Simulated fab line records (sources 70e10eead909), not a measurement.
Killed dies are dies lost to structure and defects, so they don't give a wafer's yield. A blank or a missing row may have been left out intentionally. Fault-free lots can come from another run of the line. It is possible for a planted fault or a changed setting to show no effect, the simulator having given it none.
Which of the tools did it? / flow nand harc / 14 lots, 42 wafers sampled, at 5 steps of a route of 1302

WHAT THE GAUGES READ, wafer by wafer
NHARC_THIN_TSV_CD_MEAS_33: target cd 5000 nm. Usual: cd nm 5000.0 nm, standard deviation 1.6.
lot=L774; measured=day 24 01:37; on=cd sem-03; cd nm (nm)=4998.0 5000.2 4999.6; flag=
lot=L777; measured=day 25 11:45; on=cd sem-02; cd nm (nm)=5001.3 5001.8 5001.7; flag=
lot=L780; measured=day 25 19:44; on=cd sem-02; cd nm (nm)=4998.5 4999.1 5000.4; flag=
lot=L782; measured=day 26 21:26; on=cd sem-02; cd nm (nm)=5002.6 4999.7 5002.6; flag=
lot=L784; measured=day 28 07:34; on=cd sem-02; cd nm (nm)=4997.2 4997.1 4998.6; flag=
lot=L788; measured=day 30 00:50; on=cd sem-03; cd nm (nm)=5001.5 5000.5 5002.3; flag=
lot=L789; measured=day 29 23:30; on=cd sem-02; cd nm (nm)=4999.3 5000.0 4999.2; flag=
lot=L790; measured=day 30 19:43; on=cd sem-02; cd nm (nm)=5001.6 5003.2 5001.6; flag=
lot=L792; measured=day 31 15:16; on=cd sem-02; cd nm (nm)=4999.9 5000.1 4998.2; flag=
lot=L791; measured=day 31 10:43; on=cd sem-02; cd nm (nm)=4999.8 4997.5 4998.6; flag=
lot=L793; measured=day 31 13:35; on=cd sem-02; cd nm (nm)=4999.3 4999.3 4999.3; flag=
lot=L794; measured=day 32 09:08; on=cd sem-01; cd nm (nm)=4998.6 4998.3 4999.1; flag=
lot=L795; measured=day 33 01:08; on=cd sem-02; cd nm (nm)=5000.5 5001.7 5000.9; flag=
lot=L797; measured=day 34 02:40; on=cd sem-01; cd nm (nm)=4999.6 5000.4 5001.5; flag=

NHARC_END_SORT_01. Usual: killed at array 52, standard deviation 19; killed at other 0.8, standard deviation 1; killed at periphery 3.7, standard deviation 2.5; killed dies 56, standard deviation 19; killed open 3.5, standard deviation 2; killed short 2.2, standard deviation 1.4.
lot=L780; measured=day 26 05:13; on=prober-01; killed at array=124 119 98; killed at other=1 0 0; killed at periphery=5 4 6; killed dies=130 123 104; killed open=4 4 1; killed short=3 1 0; flag=OFF
lot=L782; measured=day 27 06:38; on=prober-02; killed at array=118 112 130; killed at other=1 0 1; killed at periphery=2 3 3; killed dies=121 115 134; killed open=5 5 4; killed short=2 4 1; flag=OFF
lot=L793; measured=day 31 21:01; on=prober-01; killed at array=78 62 70; killed at other=0 0 0; killed at periphery=3 7 8; killed dies=81 69 78; killed open=2 4 1; killed short=3 1 1; flag=

WHAT TOOL EACH LOT RAN ON (gives the tool, then ch and the chambers of the sampled wafers, and finally the start)
lot=L774; NHARC_A_ONON_D1_DEP_03=pecvd onon-02 ch 0, day 7 15:55; NHARC_THIN_TSV_DEGAS_49=pvd sputter-01, day 23 22:29; NHARC_THIN_TSV_PVD_19=pvd sputter-01, day 24 01:37 or earlier
lot=L777; NHARC_A_ONON_D1_DEP_03=pecvd onon-01 ch 0, day 8 22:22; NHARC_THIN_TSV_DEGAS_49=pvd sputter-02, day 25 08:38; NHARC_THIN_TSV_PVD_19=pvd sputter-02, day 25 11:45 or earlier
lot=L780; NHARC_A_ONON_D1_DEP_03=pecvd onon-04 ch 0, day 10 01:21; NHARC_THIN_TSV_DEGAS_49=pvd sputter-01, day 25 16:37; NHARC_THIN_TSV_PVD_19=pvd sputter-01, day 25 19:44 or earlier
lot=L782; NHARC_A_ONON_D1_DEP_03=pecvd onon-04 ch 0, day 10 20:23; NHARC_THIN_TSV_DEGAS_49=pvd sputter-01, day 26 18:19; NHARC_THIN_TSV_PVD_19=pvd sputter-01, day 26 21:26 or earlier
lot=L784; NHARC_A_ONON_D1_DEP_03=pecvd onon-02 ch 0, day 11 19:08; NHARC_THIN_TSV_DEGAS_49=pvd sputter-03, day 28 04:28; NHARC_THIN_TSV_PVD_19=pvd sputter-03, day 28 07:34 or earlier
lot=L788; NHARC_A_ONON_D1_DEP_03=pecvd onon-02 ch 0, day 13 21:50; NHARC_THIN_TSV_DEGAS_49=pvd sputter-02, day 29 21:44; NHARC_THIN_TSV_PVD_19=pvd sputter-02, day 30 00:50 or earlier
lot=L789; NHARC_A_ONON_D1_DEP_03=pecvd onon-04 ch 0, day 13 21:51; NHARC_THIN_TSV_DEGAS_49=pvd sputter-01, day 29 20:23; NHARC_THIN_TSV_PVD_19=pvd sputter-01, day 29 23:30 or earlier
lot=L790; NHARC_A_ONON_D1_DEP_03=pecvd onon-02 ch 0, day 14 14:53; NHARC_THIN_TSV_DEGAS_49=pvd sputter-03, day 30 16:35; NHARC_THIN_TSV_PVD_19=pvd sputter-03, day 30 19:43 or earlier
lot=L792; NHARC_A_ONON_D1_DEP_03=pecvd onon-04 ch 0, day 15 00:58; NHARC_THIN_TSV_DEGAS_49=pvd sputter-03, day 31 12:06; NHARC_THIN_TSV_PVD_19=pvd sputter-03, day 31 15:16 or earlier
lot=L791; NHARC_A_ONON_D1_DEP_03=pecvd onon-01 ch 0, day 15 01:02; NHARC_THIN_TSV_DEGAS_49=pvd sputter-02, day 31 07:41; NHARC_THIN_TSV_PVD_19=pvd sputter-02, day 31 10:43 or earlier
lot=L793; NHARC_A_ONON_D1_DEP_03=pecvd onon-01 ch 0, day 15 10:52; NHARC_THIN_TSV_DEGAS_49=pvd sputter-01, day 31 10:23; NHARC_THIN_TSV_PVD_19=pvd sputter-01, day 31 13:35 or earlier
lot=L794; NHARC_A_ONON_D1_DEP_03=pecvd onon-01 ch 0, day 16 04:51; NHARC_THIN_TSV_DEGAS_49=pvd sputter-01, day 32 05:54; NHARC_THIN_TSV_PVD_19=pvd sputter-01, day 32 09:08 or earlier
lot=L795; NHARC_A_ONON_D1_DEP_03=pecvd onon-01 ch 0, day 16 13:46; NHARC_THIN_TSV_DEGAS_49=pvd sputter-02, day 32 22:08; NHARC_THIN_TSV_PVD_19=pvd sputter-02, day 33 01:08 or earlier
lot=L797; NHARC_A_ONON_D1_DEP_03=pecvd onon-04 ch 0, day 17 10:05; NHARC_THIN_TSV_DEGAS_49=pvd sputter-02, day 33 23:31; NHARC_THIN_TSV_PVD_19=pvd sputter-02, day 34 02:40 or earlier
- NHARC_A_ONON_D1_DEP_03: target thk 1000 nm.
- NHARC_THIN_TSV_DEGAS_49: time 120 s.
- NHARC_THIN_TSV_PVD_19: deposits TaN, target thk 20 nm.

WHAT THE TOOLS THEMSELVES READ (means of the sampled wafers that have a number; where no wafer has one, the mark that the record gives instead)
NHARC_A_ONON_D1_DEP_03. Usual: n2o flow sccm 2001 sccm, standard deviation 5.8.
lot=L774; tool=pecvd onon-02; n2o flow sccm (sccm)=2001; flag=
lot=L777; tool=pecvd onon-01; n2o flow sccm (sccm)=1999; flag=
lot=L780; tool=pecvd onon-04; n2o flow sccm (sccm)=2000; flag=
lot=L782; tool=pecvd onon-04; n2o flow sccm (sccm)=1995; flag=
lot=L784; tool=pecvd onon-02; n2o flow sccm (sccm)=2002; flag=
lot=L788; tool=pecvd onon-02; n2o flow sccm (sccm)=2003; flag=
lot=L789; tool=pecvd onon-04; n2o flow sccm (sccm)=2000; flag=
lot=L790; tool=pecvd onon-02; n2o flow sccm (sccm)=1998; flag=
lot=L792; tool=pecvd onon-04; n2o flow sccm (sccm)=2003; flag=
lot=L791; tool=pecvd onon-01; n2o flow sccm (sccm)=2002; flag=
lot=L793; tool=pecvd onon-01; n2o flow sccm (sccm)=2000; flag=
lot=L794; tool=pecvd onon-01; n2o flow sccm (sccm)=1998; flag=
lot=L795; tool=pecvd onon-01; n2o flow sccm (sccm)=2001; flag=
lot=L797; tool=pecvd onon-04; n2o flow sccm (sccm)=2002; flag=

NHARC_THIN_TSV_DEGAS_49. Usual: heater power w 451 W, standard deviation 28.
lot=L774; tool=pvd sputter-01; heater power w (W)=458; flag=
lot=L777; tool=pvd sputter-02; heater power w (W)=442; flag=
lot=L780; tool=pvd sputter-01; heater power w (W)=457; flag=
lot=L782; tool=pvd sputter-01; heater power w (W)=455; flag=
lot=L784; tool=pvd sputter-03; heater power w (W)=449; flag=
lot=L788; tool=pvd sputter-02; heater power w (W)=481; flag=
lot=L789; tool=pvd sputter-01; heater power w (W)=455; flag=
lot=L790; tool=pvd sputter-03; heater power w (W)=437; flag=
lot=L792; tool=pvd sputter-03; heater power w (W)=455; flag=
lot=L791; tool=pvd sputter-02; heater power w (W)=466; flag=
lot=L793; tool=pvd sputter-01; heater power w (W)=452; flag=
lot=L794; tool=pvd sputter-01; heater power w (W)=446; flag=
lot=L795; tool=pvd sputter-02; heater power w (W)=436; flag=
lot=L797; tool=pvd sputter-02; heater power w (W)=462; flag=

NHARC_THIN_TSV_PVD_19. Usual: throttle valve pct 30.3 %, standard deviation 0.99.
lot=L774; tool=pvd sputter-01; throttle valve pct (%)=31.1; flag=
lot=L777; tool=pvd sputter-02; throttle valve pct (%)=30.2; flag=
lot=L780; tool=pvd sputter-01; throttle valve pct (%)=31.1; flag=
lot=L782; tool=pvd sputter-01; throttle valve pct (%)=30.2; flag=
lot=L784; tool=pvd sputter-03; throttle valve pct (%)=30.9; flag=
lot=L788; tool=pvd sputter-02; throttle valve pct (%)=29.5; flag=
lot=L789; tool=pvd sputter-01; throttle valve pct (%)=30.5; flag=
lot=L790; tool=pvd sputter-03; throttle valve pct (%)=29.8; flag=
lot=L792; tool=pvd sputter-03; throttle valve pct (%)=30.2; flag=
lot=L791; tool=pvd sputter-02; throttle valve pct (%)=29.6; flag=
lot=L793; tool=pvd sputter-01; throttle valve pct (%)=30.7; flag=
lot=L794; tool=pvd sputter-01; throttle valve pct (%)=30.6; flag=
lot=L795; tool=pvd sputter-02; throttle valve pct (%)=29.6; flag=
lot=L797; tool=pvd sputter-02; throttle valve pct (%)=29.6; flag=

THE ANSWER, worked out from the rows above alone
Rule: a lot is off if the mean of its wafers that have a number lies more than 3 standard deviations from the usual mean. Also off: a lot with no number at a reading for which 4 or more lots have one. The other lots that the step has rows for count as sound. First the gauges in route order, then the tools' own readings, where a lot's mean is used as printed above. The first step at which some lot is off is used, and at that step the reading that is off furthest; a lot without a number counts as furthest.
Off at NHARC_END_SORT_01 (killed at array): L780, L782. Neither off nor sound, because the step has no rows for them: L774, L777, L784, L788, L789, L790, L792, L791, L794, L795, L797.
If a tool, at a process step before that reading, ran all the lots that are off and no sound lot after the first of them, it fits. The gauges at NHARC_END_SORT_01 are tried like those tools. NHARC_THIN_TSV_PVD_19 gives no start for some lots, so the hours and the order of its lots are those of NHARC_THIN_TSV_CD_MEAS_33. One candidate fits, namely pecvd onon-04 at NHARC_A_ONON_D1_DEP_03. It ran no sound lot before its first lot that is off in this sample, so the start can't be narrowed down.

WHAT HAD BEEN PUT IN BY THE SIMULATOR
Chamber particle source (pecvd onon-04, NHARC_A_ONON_D1_DEP_03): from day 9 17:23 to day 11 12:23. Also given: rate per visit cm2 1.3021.
Struck lots among those shown: L780, L782. This agrees with what the rule above found.
